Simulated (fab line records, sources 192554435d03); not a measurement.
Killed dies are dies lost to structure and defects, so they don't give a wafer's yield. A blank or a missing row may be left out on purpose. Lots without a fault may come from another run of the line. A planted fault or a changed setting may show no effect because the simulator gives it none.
Chamber matching | flow n5_finfet | N5_BEOL_M15_ETCH_61 on rie_diel-06: 4 sister chambers
The step etches BARC in N2/H2, target depth 89 nm, overetch 26.7 nm, time 67.9 s. 8 wafers are shown with their chamber, then 11 later ones without.

WAFERS WITH THEIR CHAMBER
wafer  | chamber | throttle_valve_pct (%) | drypump_motor_current_A (A)
L088.1 | 3       | 18.22                  | 5.2
L088.3 | 0       | 17.78                  | 5.6
L087.4 | 3       | 18.23                  | 5.3
L087.6 | 1       | 17.56                  | 5.5
L089.1 | 2       | 18.25                  | 6.2
L089.3 | 1       | 17.57                  | 5.5
L089.6 | 0       | 17.82                  | 5.6
L092.1 | 2       | 18.24                  | 6.3

WAFERS WITHOUT THEIR CHAMBER
wafer  | throttle_valve_pct (%) | drypump_motor_current_A (A)
L092.4 | 17.81                  | 5.6
L092.5 | 17.79                  | 5.6
L095.2 | 17.59                  | 5.5
L095.3 | 17.83                  | 5.6
L095.4 | 17.83                  | 5.2
L093.3 | 17.85                  | 5.2
L093.4 | 17.59                  | 5.5
L093.5 | 17.82                  | 5.7
L097.2 | 17.57                  | 5.5
L097.3 | 17.84                  | 5.2
L097.4 | 17.83                  | 5.2

WHICH CHAMBER EACH WENT THROUGH
wafer  | from the rows above | in truth
L092.4 | 0                   | 0
L092.5 | 0                   | 0
L095.2 | 1                   | 1
L095.3 | 0                   | 0
L095.4 | 0                   | 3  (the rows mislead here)
L093.3 | 0                   | 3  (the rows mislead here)
L093.4 | 1                   | 1
L093.5 | 0                   | 0
L097.2 | 1                   | 1
L097.3 | 0                   | 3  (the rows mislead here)
L097.4 | 0                   | 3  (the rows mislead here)
Placed correctly: 7 of 11. Can't be placed from these rows: 0. Placed wrongly: 4.
How it was worked out, from the rows above alone: a wafer's distance from a chamber is the root of the sum, over the readings, of the square of ((its reading less the chamber's mean) divided by the reading's scatter). The wafer belongs to the nearest chamber; if the next one is less than 2 further off, it can't be placed. A chamber's mean is the mean of its shown wafers. The scatter: the root of (the sum of the squares of (reading less its chamber's mean) over the shown wafers, divided by (wafers less chambers)).
